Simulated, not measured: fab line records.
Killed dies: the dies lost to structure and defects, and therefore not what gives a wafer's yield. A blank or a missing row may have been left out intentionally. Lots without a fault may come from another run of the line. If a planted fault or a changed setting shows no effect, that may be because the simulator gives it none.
2 desks, one fault :: flow nand harc :: only its own numbers are on each desk; what lay behind them is given at the end

THE DEFECT DESK
Counts from the inspections along the route, per lot, as means over the sampled wafers that have a number. The brackets show how far a lot's mean lies from the usual mean; more than 4 standard deviations puts the lot out of limits, marked OUT.
Columns: A = raw defect count at NHARC_A_CONTACT_INSPECT_44, usual 80
lot: L844
first seen here: day 21 13:10
A: 70

lot: L846
first seen here: day 22 03:40
A: 63

lot: L851
first seen here: day 24 13:16
A: 109

lot: L857
first seen here: day 26 15:17
A: 90

lot: L856
first seen here: day 26 15:49
A: 57

lot: L858
first seen here: day 27 10:31
A: 46

lot: L860
first seen here: day 28 12:49
A: 117

lot: L861
first seen here: day 28 12:58
A: 77

lot: L863
first seen here: day 29 05:40
A: 105

lot: L862
first seen here: day 29 09:51
A: 29

lot: L865
first seen here: day 29 23:32
A: 29

lot: L864
first seen here: day 30 00:11
A: 80

lot: L866
first seen here: day 30 14:36
A: 93
This desk found nothing out of limits on any of the 13 lots.

THE TOOL OWNER'S DESK: rie diel-13
The tool's own readings at NHARC_A_CONTACT_ETCH_51 (etches the open film in O2/COS, target depth 7000 nm, time 1820 s): means of the sampled wafers that have a number, for each lot that ran on this tool. The brackets show how far a lot's mean lies from the usual mean; more than 4 standard deviations puts the lot out of limits, marked OUT.
Columns: A = drypump motor current A at NHARC_A_CONTACT_ETCH_51, usual 5.8 A; B = oes product au at NHARC_A_CONTACT_ETCH_51, usual 1.004 a.u.; C = rf vpp V at NHARC_A_CONTACT_ETCH_51, usual 314.2 V; D = run length s at NHARC_A_CONTACT_ETCH_51, usual 1841.4 s; E = showerhead plenum p Torr at NHARC_A_CONTACT_ETCH_51, usual 3.13 Torr; F = throttle valve pct at NHARC_A_CONTACT_ETCH_51, usual 28.331 %
lot: L851
first seen here: day 24 14:05
A: 5.9
B: 1.010
C: 311.9
D: 1671.5 (-99 or more) OUT
E: 2.98
F: 28.334

lot: L862
first seen here: day 29 10:32
A: 5.5
B: 1.017
C: 313.6
D: 1841.3
E: 3.05
F: 28.321
Finding of this desk: L851 out of limits; the first was L851 at day 24 14:05, on run length s at NHARC_A_CONTACT_ETCH_51. Within limits: L862.

ALL TOGETHER
At day 24 14:05, on L851, the tool owner's desk was in a position to raise an alarm.
No out-of-limits result turned up at the defect desk.
The defect desk has L851 on record, within its limits.
NHARC_A_CONTACT_ETCH_51 was run on rie diel-13 by each of the lots named.

WHAT THE SIMULATOR HAD INSERTED
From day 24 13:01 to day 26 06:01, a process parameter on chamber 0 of rie diel-13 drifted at NHARC_A_CONTACT_ETCH_51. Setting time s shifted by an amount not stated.
Lots struck among those shown: L851.
Each desk's first reading out of limits, in hours after the fault started: the tool owner's desk, 1.
